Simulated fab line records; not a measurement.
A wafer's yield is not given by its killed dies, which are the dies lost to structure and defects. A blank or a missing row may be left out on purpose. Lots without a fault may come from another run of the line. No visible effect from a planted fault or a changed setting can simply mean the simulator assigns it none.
Matching of chambers	flow n5Finfet	4 sister chambers for N5_BEOL_M7_DESCUM_16 on rieDiel-03
The step chemistry O2, time 7.9 s. 4 wafers are shown with their chamber, then 8 later ones without.

== WAFERS, EACH WITH ITS CHAMBER ==
wafer	chamber	showerheadPlenumPTorr (Torr)
L084.2	0	2.00
L084.4	1	2.13
L084.5	3	2.02
L090.1	2	1.99

== WAFERS WHOSE CHAMBER IS MISSING ==
wafer	showerheadPlenumPTorr (Torr)
L090.3	2.01
L090.4	2.13
L091.2	1.98
L091.5	2.13
L091.6	1.98
L096.1	2.12
L096.4	1.99
L096.5	2.12

== EACH ONE'S CHAMBER ==
wafer	from the rows above	in truth
L090.3	can't be placed: 0 or 3 or 2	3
L090.4	1	1
L091.2	can't be placed: 2 or 0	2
L091.5	1	1
L091.6	can't be placed: 2 or 0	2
L096.1	1	1
L096.4	can't be placed: 2 or 0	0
L096.5	1	1
Correct placement for 4 of the 8. Not placeable from these rows: 4 (in 4, the candidates include the true chamber). Wrongly placed: 0.
How it was worked out, from the rows above alone: a wafer's distance from a chamber is the root of the sum, over the readings, of the square of ((its reading less the chamber's mean) divided by the reading's scatter). If the next closest chamber is less than 2 further off than the closest, the wafer can't be placed; otherwise it belongs to the closest. For every chamber, the mean is computed from those of its wafers that are shown. The scatter: with one shown wafer a chamber, the root of the mean of the squares of how far each hidden wafer lies from its nearest shown one.
